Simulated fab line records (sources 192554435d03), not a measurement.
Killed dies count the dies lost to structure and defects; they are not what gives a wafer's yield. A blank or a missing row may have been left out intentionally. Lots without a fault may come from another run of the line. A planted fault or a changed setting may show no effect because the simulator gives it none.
fab line records :: flow n5_finfet :: part 2 of 2: steps 20 to 30 of 30
record
  lots=5
  wafers=15
  last_day=16
route steps=1938 shown BEOL_M7@1301
lots with no fault: from the same line, run without faults
start_h: the number of hours between the record's first day and the start of the first shown wafer of the lot :: wait_h: time in hours since the lot's previous step :: " identical to the entry in the row above :: L1.1+2: one row covering several wafers at once :: - no value present, or no start provided :: * or withheld: withheld :: < > ~ a bound
route shown NAME@n: names a module that has steps shown in the file, with the first one's number in the route :: usual: mean/standard deviation of fault-free wafers :: same: alike in all rows :: chamber/n: place in a boat :: sites: each site's reading :: _std_site: standard deviation across them :: _edge_site: inner sites' mean taken away from outer sites' mean :: radius_mm: for every site, how far away it sits from the centre of the wafer :: mask NAME#n: copy n :: behind: the most recent tool/chamber to have shaped the wafer :: hold: cause of the lot's hold/its duration in hours/its outcome :: device: whichever transistor did not switch (one of n, p or np) :: end of line: tests run on the same wafers once the route is complete :: a step with no rows: only its recipe :: killed: not the wafer's yield, but the dies lost to structure and defects at the first sort :: map: dies across one wafer; x = killed, . = not, _ = none there
set.NAME: the setting that was run; set.NAME@STEP: the one run at that earlier step :: model.NAME: the simulator's own value behind a step, which no gauge read
lots at selected steps of the route; one table per step, one row per wafer
services: from which hour (start_h, from the record's first day; less than 0 if before it) a tool's chamber was out of use, for how many hours, and why
## steps
# step N5_BEOL_M7_ALD_77
# recipe
  material=TaN
  target_thk_a=20
  temp_c=275
  ald_precursor_family=PDMAT
  ald_co_reactant=NH3
  pressure_torr=3
  carrier_flow_sccm=1500
  pulse_time_s=2
  purge_time_s=3
  co_reactant_purge_time_s=2
  co_reactant_pulse_time_s=3
  ald_cycles=40
  precursor_vessel_temp_c=75
  precursor_vessel_pressure_torr=26.25
  precursor_vessel_carrier_sccm=1000
# usual
  heater_power_w=410/49
# same
  ald_cycles=40
  co_reactant_pulse_time_s=3
lot.wafer: L080.3
tool: ald_metal-02
chamber: 1
start_h: 229.65
wait_h: 0.1
heater_power_w: 377

lot.wafer: L080.4
tool: ald_metal-02
chamber: 2
start_h: 229.65
wait_h: 0.1
heater_power_w: 309

lot.wafer: L080.6
tool: ald_metal-02
chamber: 2
start_h: 229.65
wait_h: 0.1
heater_power_w: 315

lot.wafer: L081.1
tool: ald_metal-04
chamber: 2
start_h: 237.93
wait_h: 0.0
heater_power_w: 375

lot.wafer: L081.5
tool: ald_metal-04
chamber: 3
start_h: 237.93
wait_h: 0.0
heater_power_w: 459

lot.wafer: L081.6
tool: ald_metal-04
chamber: 0
start_h: 237.93
wait_h: 0.0
heater_power_w: 465

lot.wafer: L089.3
tool: ald_metal-01
chamber: 3
start_h: 275.76
wait_h: 0.0
heater_power_w: 428

lot.wafer: L089.5
tool: ald_metal-01
chamber: 1
start_h: 275.76
wait_h: 0.0
heater_power_w: 432

lot.wafer: L089.6
tool: ald_metal-01
chamber: 2
start_h: 275.76
wait_h: 0.0
heater_power_w: 417

lot.wafer: L091.2
tool: ald_metal-04
chamber: 2
start_h: 293.97
wait_h: 0.0
heater_power_w: 388

lot.wafer: L091.4
tool: ald_metal-04
chamber: 3
start_h: 293.97
wait_h: 0.0
heater_power_w: 456

lot.wafer: L091.5
tool: ald_metal-04
chamber: 1
start_h: 293.97
wait_h: 0.0
heater_power_w: 368

lot.wafer: L092.1
tool: ald_metal-01
chamber: 0
start_h: 301.19
wait_h: 0.0
heater_power_w: 358

lot.wafer: L092.2
tool: ald_metal-01
chamber: 1
start_h: 301.19
wait_h: 0.0
heater_power_w: 428

lot.wafer: L092.4
tool: ald_metal-01
chamber: 3
start_h: 301.19
wait_h: 0.0
heater_power_w: 428
# step N5_BEOL_M7_SURFACE_TREAT_79
# recipe
  gas=Ar
  time_s=*
  ion_energy_ev=*
  ion_current_ma_cm2=0.5
  pressure_mtorr=*
  ar_flow_sccm=30
# usual
  pressure_mtorr=*
  throttle_valve_pct=*
lot.wafer: L080.3
tool: pvd_sputter-02
chamber: -
start_h: 230.18
wait_h: 0.4
pressure_mtorr: *
throttle_valve_pct: *

lot.wafer: L080.4
tool: pvd_sputter-02
chamber: -
start_h: 230.18
wait_h: 0.4
pressure_mtorr: *
throttle_valve_pct: *

lot.wafer: L080.6
tool: pvd_sputter-02
chamber: -
start_h: 230.18
wait_h: 0.4
pressure_mtorr: *
throttle_valve_pct: *

lot.wafer: L081.1
tool: pvd_sputter-03
chamber: -
start_h: 238.41
wait_h: 0.3
pressure_mtorr: *
throttle_valve_pct: *

lot.wafer: L081.5
tool: pvd_sputter-03
chamber: -
start_h: 238.41
wait_h: 0.3
pressure_mtorr: *
throttle_valve_pct: *

lot.wafer: L081.6
tool: pvd_sputter-03
chamber: -
start_h: 238.41
wait_h: 0.3
pressure_mtorr: *
throttle_valve_pct: *

lot.wafer: L089.3
tool: pvd_sputter-01
chamber: -
start_h: 277.38
wait_h: 1.5
pressure_mtorr: *
throttle_valve_pct: *

lot.wafer: L089.5
tool: pvd_sputter-01
chamber: -
start_h: 277.38
wait_h: 1.5
pressure_mtorr: *
throttle_valve_pct: *

lot.wafer: L089.6
tool: pvd_sputter-01
chamber: -
start_h: 277.38
wait_h: 1.5
pressure_mtorr: *
throttle_valve_pct: *

lot.wafer: L091.2
tool: pvd_sputter-03
chamber: -
start_h: 294.29
wait_h: 0.2
pressure_mtorr: *
throttle_valve_pct: *

lot.wafer: L091.4
tool: pvd_sputter-03
chamber: -
start_h: 294.29
wait_h: 0.2
pressure_mtorr: *
throttle_valve_pct: *

lot.wafer: L091.5
tool: pvd_sputter-03
chamber: -
start_h: 294.29
wait_h: 0.2
pressure_mtorr: *
throttle_valve_pct: *

lot.wafer: L092.1
tool: pvd_sputter-03
chamber: -
start_h: 301.53
wait_h: 0.2
pressure_mtorr: *
throttle_valve_pct: *

lot.wafer: L092.2
tool: pvd_sputter-03
chamber: -
start_h: 301.53
wait_h: 0.2
pressure_mtorr: *
throttle_valve_pct: *

lot.wafer: L092.4
tool: pvd_sputter-03
chamber: -
start_h: 301.53
wait_h: 0.2
pressure_mtorr: *
throttle_valve_pct: *
# step N5_BEOL_M7_CVD_78
# recipe
  material=Co
  target_thk_a=20
  temp_c=withheld
  precursor=CCTBA/H2
  pressure_torr=30
  time_s=142.3
lot.wafer: L080.3+4+6
tool: cvd_co-02
chamber: 1,0,1
start_h: 230.24
wait_h: 0.0

lot.wafer: L081.1+5+6
tool: cvd_co-02
chamber: 1,2,1
start_h: 238.69
wait_h: 0.3

lot.wafer: L089.3+5+6
tool: cvd_co-01
chamber: 0,1,2
start_h: 277.44
wait_h: 0.0

lot.wafer: L091.2+4+5
tool: cvd_co-01
chamber: 1,2,0
start_h: 294.36
wait_h: 0.1

lot.wafer: L092.1+2+4
tool: cvd_co-02
chamber: 2,1,2
start_h: 301.59
wait_h: 0.0
# step N5_BEOL_M7_SPUTTER_48
# recipe
  material=Cu
  target_thk_a=100
  temp_c=-20
  bias_v=60
  power_w=26000
  chamber_pressure_pa=0.13
  time_s=1.667
# usual
  chamber_pressure_pa=0.12998/0.00025
  throttle_valve_pct=29.8/1.4
lot.wafer: L080.3
tool: pvd_sputter-02
chamber: -
start_h: 230.40
wait_h: 0.1
chamber_pressure_pa: 0.13023
throttle_valve_pct: 29.5

lot.wafer: L080.4
tool: pvd_sputter-02
chamber: -
start_h: 230.40
wait_h: 0.1
chamber_pressure_pa: 0.12977
throttle_valve_pct: 29.3

lot.wafer: L080.6
tool: pvd_sputter-02
chamber: -
start_h: 230.40
wait_h: 0.1
chamber_pressure_pa: 0.12977
throttle_valve_pct: 29.5

lot.wafer: L081.1
tool: pvd_sputter-03
chamber: -
start_h: 238.89
wait_h: 0.1
chamber_pressure_pa: 0.12991
throttle_valve_pct: 29.2

lot.wafer: L081.5
tool: pvd_sputter-03
chamber: -
start_h: 238.89
wait_h: 0.1
chamber_pressure_pa: 0.12993
throttle_valve_pct: 31.1

lot.wafer: L081.6
tool: pvd_sputter-03
chamber: -
start_h: 238.89
wait_h: 0.1
chamber_pressure_pa: 0.13013
throttle_valve_pct: 30.5

lot.wafer: L089.3
tool: pvd_sputter-02
chamber: -
start_h: 277.59
wait_h: 0.1
chamber_pressure_pa: 0.12969
throttle_valve_pct: 29.5

lot.wafer: L089.5
tool: pvd_sputter-02
chamber: -
start_h: 277.59
wait_h: 0.1
chamber_pressure_pa: 0.13034
throttle_valve_pct: 30.6

lot.wafer: L089.6
tool: pvd_sputter-02
chamber: -
start_h: 277.59
wait_h: 0.1
chamber_pressure_pa: 0.1296
throttle_valve_pct: 30.9

lot.wafer: L091.2
tool: pvd_sputter-03
chamber: -
start_h: 294.53
wait_h: 0.1
chamber_pressure_pa: 0.13008
throttle_valve_pct: 31.2

lot.wafer: L091.4
tool: pvd_sputter-03
chamber: -
start_h: 294.53
wait_h: 0.1
chamber_pressure_pa: 0.13007
throttle_valve_pct: 30.5

lot.wafer: L091.5
tool: pvd_sputter-03
chamber: -
start_h: 294.53
wait_h: 0.1
chamber_pressure_pa: 0.13007
throttle_valve_pct: 29.4

lot.wafer: L092.1
tool: pvd_sputter-01
chamber: -
start_h: 301.73
wait_h: 0.1
chamber_pressure_pa: 0.12999
throttle_valve_pct: 27.8

lot.wafer: L092.2
tool: pvd_sputter-01
chamber: -
start_h: 301.73
wait_h: 0.1
chamber_pressure_pa: 0.12989
throttle_valve_pct: 29.8

lot.wafer: L092.4
tool: pvd_sputter-01
chamber: -
start_h: 301.73
wait_h: 0.1
chamber_pressure_pa: 0.12997
throttle_valve_pct: 30.2
# step N5_BEOL_M7_ECD_50
# recipe
  material=Cu
  target_thk_a=3000
lot.wafer: L080.3+4+6
tool: ecd_cu-01
chamber: 1,0,1
start_h: 230.54
wait_h: 0.1

lot.wafer: L081.1+5+6
tool: ecd_cu-01
chamber: 1,1,0
start_h: 239.00
wait_h: 0.1

lot.wafer: L089.3+5+6
tool: ecd_cu-01
chamber: 1,0,1
start_h: 277.73
wait_h: 0.1

lot.wafer: L091.2+4+5
tool: ecd_cu-01
chamber: 0,1,1
start_h: 294.64
wait_h: 0.1

lot.wafer: L092.1+2+4
tool: ecd_cu-01
chamber: 0,1,0
start_h: 301.85
wait_h: 0.1
# step N5_BEOL_M7_ANNEAL_51
# recipe
  temp_c=225
  time_s=90
  ambient=N2
# usual
  wafer_temp_C_max=225.78/0.28
lot.wafer: L080.3
tool: rtp_anneal-01
chamber: 0
start_h: 230.73
wait_h: 0.2
wafer_temp_C_max: 225.83

lot.wafer: L080.4
tool: rtp_anneal-01
chamber: 0
start_h: 230.73
wait_h: 0.2
wafer_temp_C_max: 225.63

lot.wafer: L080.6
tool: rtp_anneal-01
chamber: 0
start_h: 230.73
wait_h: 0.2
wafer_temp_C_max: 225.51

lot.wafer: L081.1
tool: rtp_anneal-02
chamber: 0
start_h: 239.55
wait_h: 0.5
wafer_temp_C_max: 225.82

lot.wafer: L081.5
tool: rtp_anneal-02
chamber: 0
start_h: 239.55
wait_h: 0.5
wafer_temp_C_max: 225.94

lot.wafer: L081.6
tool: rtp_anneal-02
chamber: 0
start_h: 239.55
wait_h: 0.5
wafer_temp_C_max: 225.79

lot.wafer: L089.3
tool: rtp_anneal-02
chamber: 0
start_h: 278.06
wait_h: 0.3
wafer_temp_C_max: 225.58

lot.wafer: L089.5
tool: rtp_anneal-02
chamber: 0
start_h: 278.06
wait_h: 0.3
wafer_temp_C_max: 225.96

lot.wafer: L089.6
tool: rtp_anneal-02
chamber: 0
start_h: 278.06
wait_h: 0.3
wafer_temp_C_max: 225.60

lot.wafer: L091.2
tool: rtp_anneal-02
chamber: 0
start_h: 294.78
wait_h: 0.1
wafer_temp_C_max: 226.20

lot.wafer: L091.4
tool: rtp_anneal-02
chamber: 0
start_h: 294.78
wait_h: 0.1
wafer_temp_C_max: 225.92

lot.wafer: L091.5
tool: rtp_anneal-02
chamber: 0
start_h: 294.78
wait_h: 0.1
wafer_temp_C_max: 225.97

lot.wafer: L092.1
tool: rtp_anneal-01
chamber: 0
start_h: 301.95
wait_h: 0.1
wafer_temp_C_max: 225.52

lot.wafer: L092.2
tool: rtp_anneal-01
chamber: 0
start_h: 301.95
wait_h: 0.1
wafer_temp_C_max: 225.58

lot.wafer: L092.4
tool: rtp_anneal-01
chamber: 0
start_h: 301.95
wait_h: 0.1
wafer_temp_C_max: 225.38
# step N5_BEOL_M7_CMP_52
# recipe
  stop_on=SiCOH_lowk
  t_overpolish_s=6.9
  down_force_psi=1
  platen_rpm=50
  clearing_platen_down_force_psi=1.5
  clearing_platen_rpm=50
  post_cmp_clean=cu_alkaline
  target_thk_nm=80
  clearing_platen_pad_velocity_m_s=0.99484
  pad_velocity_m_s=0.99484
# usual
  barrier_field_endpoint_s=29.0/0.56
  motor_current_A=6.1/0.46
  overpolish_run_s=6.900/0.0084
  pad_life_wafers=1070/650
  time_to_endpoint_s=63.7/2.4
lot.wafer: L080.4
tool: cmp-03
chamber: 1
start_h: 230.99
wait_h: 0.2
barrier_field_endpoint_s: 28.2
motor_current_A: 5.9
overpolish_run_s: 6.902
pad_life_wafers: 1987
time_to_endpoint_s: 64.5

lot.wafer: L080.3
tool: cmp-03
chamber: 2
start_h: 230.99
wait_h: 0.2
barrier_field_endpoint_s: 28.6
motor_current_A: 5.9
overpolish_run_s: 6.896
pad_life_wafers: 1988
time_to_endpoint_s: 66.1

lot.wafer: L080.6
tool: cmp-03
chamber: 0
start_h: 230.99
wait_h: 0.2
barrier_field_endpoint_s: 28.3
motor_current_A: 6.3
overpolish_run_s: 6.901
pad_life_wafers: -
time_to_endpoint_s: 63.1

lot.wafer: L081.1
tool: cmp-02
chamber: 3
start_h: 239.96
wait_h: 0.4
barrier_field_endpoint_s: 28.8
motor_current_A: 5.8
overpolish_run_s: 6.911
pad_life_wafers: 867
time_to_endpoint_s: 64.9

lot.wafer: L081.5
tool: cmp-02
chamber: 0
start_h: 239.96
wait_h: 0.4
barrier_field_endpoint_s: 30.1
motor_current_A: 6.4
overpolish_run_s: 6.897
pad_life_wafers: -
time_to_endpoint_s: 65.4

lot.wafer: L081.6
tool: cmp-02
chamber: 1
start_h: 239.96
wait_h: 0.4
barrier_field_endpoint_s: 29.6
motor_current_A: 6.5
overpolish_run_s: 6.899
pad_life_wafers: -
time_to_endpoint_s: 62.2

lot.wafer: L089.3
tool: cmp-03
chamber: 3
start_h: 278.27
wait_h: 0.2
barrier_field_endpoint_s: 28.7
motor_current_A: 6.8
overpolish_run_s: 6.913
pad_life_wafers: 282
time_to_endpoint_s: 62.5

lot.wafer: L089.5
tool: cmp-03
chamber: 3
start_h: 278.27
wait_h: 0.2
barrier_field_endpoint_s: 29.1
motor_current_A: 6.5
overpolish_run_s: 6.890
pad_life_wafers: -
time_to_endpoint_s: 65.4

lot.wafer: L089.6
tool: cmp-03
chamber: 0
start_h: 278.27
wait_h: 0.2
barrier_field_endpoint_s: 29.0
motor_current_A: 6.2
overpolish_run_s: 6.900
pad_life_wafers: -
time_to_endpoint_s: 67.0

lot.wafer: L091.2
tool: cmp-04
chamber: 1
start_h: 295.07
wait_h: 0.2
barrier_field_endpoint_s: 29.6
motor_current_A: 6.0
overpolish_run_s: 6.905
pad_life_wafers: 2011
time_to_endpoint_s: 65.0

lot.wafer: L091.4
tool: cmp-04
chamber: 2
start_h: 295.07
wait_h: 0.2
barrier_field_endpoint_s: 29.9
motor_current_A: 6.1
overpolish_run_s: 6.894
pad_life_wafers: 2012
time_to_endpoint_s: 66.0

lot.wafer: L091.5
tool: cmp-04
chamber: 0
start_h: 295.07
wait_h: 0.2
barrier_field_endpoint_s: 29.7
motor_current_A: 4.9
overpolish_run_s: 6.895
pad_life_wafers: -
time_to_endpoint_s: 67.3

lot.wafer: L092.4
tool: cmp-04
chamber: 3
start_h: 302.24
wait_h: 0.1
barrier_field_endpoint_s: 29.2
motor_current_A: 5.9
overpolish_run_s: 6.902
pad_life_wafers: 2064
time_to_endpoint_s: 67.1

lot.wafer: L092.1
tool: cmp-04
chamber: 0
start_h: 302.24
wait_h: 0.1
barrier_field_endpoint_s: 28.3
motor_current_A: 5.3
overpolish_run_s: 6.905
pad_life_wafers: 2065
time_to_endpoint_s: 65.2

lot.wafer: L092.2
tool: cmp-04
chamber: 2
start_h: 302.24
wait_h: 0.1
barrier_field_endpoint_s: 28.5
motor_current_A: 6.7
overpolish_run_s: 6.893
pad_life_wafers: 2067
time_to_endpoint_s: 64.4
# step N5_BEOL_M7_THK_MEAS_53
# recipe
  thk_meas_gauge=xrf
  reads=Cu_of_BEOL_M7_ECD_50
# usual
  M7_THK=80.5/1.9
lot.wafer: L080.3
tool: film_metro-02
chamber: -
start_h: 231.25
wait_h: -
M7_THK[nm]: 81.6

lot.wafer: L080.4
tool: film_metro-02
chamber: -
start_h: 231.25
wait_h: -
M7_THK[nm]: 78.9

lot.wafer: L080.6
tool: film_metro-02
chamber: -
start_h: 231.25
wait_h: -
M7_THK[nm]: 83.2

lot.wafer: L081.1
tool: film_metro-01
chamber: -
start_h: 240.14
wait_h: -
M7_THK[nm]: 84.3

lot.wafer: L081.5
tool: film_metro-01
chamber: -
start_h: 240.14
wait_h: -
M7_THK[nm]: 80.3

lot.wafer: L081.6
tool: film_metro-01
chamber: -
start_h: 240.14
wait_h: -
M7_THK[nm]: 79.8

lot.wafer: L089.3
tool: film_metro-01
chamber: -
start_h: 278.57
wait_h: -
M7_THK[nm]: 84.4

lot.wafer: L089.5
tool: film_metro-01
chamber: -
start_h: 278.57
wait_h: -
M7_THK[nm]: 80.1

lot.wafer: L089.6
tool: film_metro-01
chamber: -
start_h: 278.57
wait_h: -
M7_THK[nm]: 80.2

lot.wafer: L091.2
tool: film_metro-01
chamber: -
start_h: 295.33
wait_h: -
M7_THK[nm]: 80.2

lot.wafer: L091.4
tool: film_metro-01
chamber: -
start_h: 295.33
wait_h: -
M7_THK[nm]: 81.4

lot.wafer: L091.5
tool: film_metro-01
chamber: -
start_h: 295.33
wait_h: -
M7_THK[nm]: 81.0

lot.wafer: L092.1
tool: film_metro-02
chamber: -
start_h: 302.54
wait_h: -
M7_THK[nm]: 81.5

lot.wafer: L092.2
tool: film_metro-02
chamber: -
start_h: 302.54
wait_h: -
M7_THK[nm]: 78.6

lot.wafer: L092.4
tool: film_metro-02
chamber: -
start_h: 302.54
wait_h: -
M7_THK[nm]: 80.0
# step N5_BEOL_M7_PRE_CLEAN_55
# recipe
  gas=NH3
  time_s=15
  temp_c=withheld
  rf_power_w=300
lot.wafer: L080.3+4+6
tool: pecvd-04
chamber: 0,1,1
start_h: 231.29
wait_h: 0.0

lot.wafer: L081.1+5+6
tool: pecvd-03
chamber: 1,0,2
start_h: 240.18
wait_h: 0.0

lot.wafer: L089.3+5+6
tool: pecvd-01
chamber: 1,2,1
start_h: 278.60
wait_h: 0.0

lot.wafer: L091.2+4+5
tool: pecvd-04
chamber: 1,0,1
start_h: 295.37
wait_h: 0.0

lot.wafer: L092.1+2+4
tool: pecvd-01
chamber: 0,1,0
start_h: 302.57
wait_h: 0.0
# step N5_BEOL_M7_DEP_56
# recipe
  material=SiCN
  target_thk_a=100
  temp_c=withheld
  precursor=3MS/NH3
  pressure_torr=3
  rf_w=202
  time_s=17.5
# usual
  showerhead_plenum_p_Torr=3.664/0.015
  throttle_valve_pct=8.9/0.32
lot.wafer: L080.3
tool: pecvd-04
chamber: 0
start_h: 231.34
wait_h: 0.0
showerhead_plenum_p_Torr: 3.687
throttle_valve_pct: 9.6

lot.wafer: L080.4
tool: pecvd-04
chamber: 1
start_h: 231.34
wait_h: 0.0
showerhead_plenum_p_Torr: 3.679
throttle_valve_pct: 9.2

lot.wafer: L080.6
tool: pecvd-04
chamber: 1
start_h: 231.34
wait_h: 0.0
showerhead_plenum_p_Torr: 3.678
throttle_valve_pct: 9.3

lot.wafer: L081.1
tool: pecvd-03
chamber: 1
start_h: 240.21
wait_h: 0.0
showerhead_plenum_p_Torr: 3.672
throttle_valve_pct: 9.1

lot.wafer: L081.5
tool: pecvd-03
chamber: 0
start_h: 240.21
wait_h: 0.0
showerhead_plenum_p_Torr: 3.666
throttle_valve_pct: 9.0

lot.wafer: L081.6
tool: pecvd-03
chamber: 2
start_h: 240.21
wait_h: 0.0
showerhead_plenum_p_Torr: 3.659
throttle_valve_pct: 8.8

lot.wafer: L089.3
tool: pecvd-01
chamber: 1
start_h: 278.63
wait_h: 0.0
showerhead_plenum_p_Torr: 3.663
throttle_valve_pct: 8.7

lot.wafer: L089.5
tool: pecvd-01
chamber: 2
start_h: 278.63
wait_h: 0.0
showerhead_plenum_p_Torr: 3.634
throttle_valve_pct: 8.3

lot.wafer: L089.6
tool: pecvd-01
chamber: 1
start_h: 278.63
wait_h: 0.0
showerhead_plenum_p_Torr: 3.662
throttle_valve_pct: 8.5

lot.wafer: L091.2
tool: pecvd-04
chamber: 1
start_h: 295.39
wait_h: 0.0
showerhead_plenum_p_Torr: 3.668
throttle_valve_pct: 8.9

lot.wafer: L091.4
tool: pecvd-04
chamber: 0
start_h: 295.39
wait_h: 0.0
showerhead_plenum_p_Torr: 3.675
throttle_valve_pct: 9.6

lot.wafer: L091.5
tool: pecvd-04
chamber: 1
start_h: 295.39
wait_h: 0.0
showerhead_plenum_p_Torr: 3.677
throttle_valve_pct: 9.2

lot.wafer: L092.1
tool: pecvd-01
chamber: 0
start_h: 302.60
wait_h: 0.0
showerhead_plenum_p_Torr: 3.684
throttle_valve_pct: 9.0

lot.wafer: L092.2
tool: pecvd-01
chamber: 1
start_h: 302.60
wait_h: 0.0
showerhead_plenum_p_Torr: 3.659
throttle_valve_pct: 8.8

lot.wafer: L092.4
tool: pecvd-01
chamber: 0
start_h: 302.60
wait_h: 0.0
showerhead_plenum_p_Torr: 3.686
throttle_valve_pct: 9.0
# step N5_BEOL_M7_RS_MEAS_57
# recipe
  thk_meas_gauge=four-point-probe
  reads=Cu_of_BEOL_M7_ECD_50+Co_of_BEOL_M7_CVD_78+TaN_of_BEOL_M7_ALD_77
# usual
  M7_RS=0.283/0.0074
lot.wafer: L080.3
tool: film_metro-01
chamber: -
start_h: 231.41
wait_h: 0.1
M7_RS[ohm/sq]: 0.282

lot.wafer: L080.4
tool: film_metro-01
chamber: -
start_h: 231.41
wait_h: 0.1
M7_RS[ohm/sq]: 0.292

lot.wafer: L080.6
tool: film_metro-01
chamber: -
start_h: 231.41
wait_h: 0.1
M7_RS[ohm/sq]: 0.276

lot.wafer: L081.1
tool: film_metro-01
chamber: -
start_h: 240.27
wait_h: 0.1
M7_RS[ohm/sq]: 0.271

lot.wafer: L081.5
tool: film_metro-01
chamber: -
start_h: 240.27
wait_h: 0.1
M7_RS[ohm/sq]: 0.287

lot.wafer: L081.6
tool: film_metro-01
chamber: -
start_h: 240.27
wait_h: 0.1
M7_RS[ohm/sq]: 0.288

lot.wafer: L089.3
tool: film_metro-02
chamber: -
start_h: 278.70
wait_h: 0.1
M7_RS[ohm/sq]: 0.268

lot.wafer: L089.5
tool: film_metro-02
chamber: -
start_h: 278.70
wait_h: 0.1
M7_RS[ohm/sq]: 0.284

lot.wafer: L089.6
tool: film_metro-02
chamber: -
start_h: 278.70
wait_h: 0.1
M7_RS[ohm/sq]: 0.285

lot.wafer: L091.2
tool: film_metro-02
chamber: -
start_h: 295.46
wait_h: 0.1
M7_RS[ohm/sq]: 0.285

lot.wafer: L091.4
tool: film_metro-02
chamber: -
start_h: 295.46
wait_h: 0.1
M7_RS[ohm/sq]: 0.281

lot.wafer: L091.5
tool: film_metro-02
chamber: -
start_h: 295.46
wait_h: 0.1
M7_RS[ohm/sq]: 0.281

lot.wafer: L092.1
tool: film_metro-02
chamber: -
start_h: 302.67
wait_h: 0.1
M7_RS[ohm/sq]: 0.275

lot.wafer: L092.2
tool: film_metro-02
chamber: -
start_h: 302.67
wait_h: 0.1
M7_RS[ohm/sq]: 0.287

lot.wafer: L092.4
tool: film_metro-02
chamber: -
start_h: 302.67
wait_h: 0.1
M7_RS[ohm/sq]: 0.280
## services
tool: cmp-04
chamber: -
start_h: 209.28
hours: 0.9
kind: repair

tool: rie_diel-02
chamber: 2
start_h: 223.76
hours: 6.1
kind: repair

tool: wet_bench-02
chamber: -
start_h: 226.44
hours: 2.4
kind: repair

tool: cmp-02
chamber: -
start_h: 227.66
hours: 5.5
kind: pm

tool: rie_diel-06
chamber: 0
start_h: 229.98
hours: -
kind: clean

tool: rie_diel-06
chamber: 0
start_h: 229.98
hours: -
kind: consumable_replace:focus_ring

tool: rie_diel-06
chamber: 0
start_h: 229.98
hours: 14.3
kind: scheduled_down

tool: pecvd-03
chamber: 0
start_h: 231.60
hours: 8.4
kind: repair

tool: cvd_co-01
chamber: -
start_h: 234.99
hours: 6.0
kind: pm

tool: rie_diel-02
chamber: 2
start_h: 237.18
hours: 4.4
kind: repair

tool: cmp-03
chamber: -
start_h: 238.32
hours: 4.0
kind: pm

tool: rie_diel-06
chamber: 2
start_h: 241.17
hours: 1.2
kind: repair

tool: cvd_co-02
chamber: 2
start_h: 248.60
hours: 21.1
kind: repair

tool: cvd_co-01
chamber: -
start_h: 249.98
hours: 0.8
kind: repair

tool: ecd_cu-01
chamber: -
start_h: 250.82
hours: 1.4
kind: repair

tool: rie_diel-06
chamber: 3
start_h: 259.63
hours: 4.8
kind: repair

tool: cmp-04
chamber: -
start_h: 260.31
hours: 1.5
kind: repair

tool: uv_cure-02
chamber: -
start_h: 266.72
hours: 0.4
kind: repair

tool: pecvd-01
chamber: 0
start_h: 267.79
hours: 6.9
kind: repair

tool: cvd_co-02
chamber: -
start_h: 271.48
hours: 0.3
kind: repair

tool: uv_cure-01
chamber: -
start_h: 272.53
hours: 0.3
kind: repair

tool: wet_bench-05
chamber: -
start_h: 275.20
hours: 2.8
kind: repair

tool: cvd_co-01
chamber: -
start_h: 285.36
hours: 0.6
kind: repair

tool: rie_diel-06
chamber: -
start_h: 298.79
hours: 0.8
kind: repair
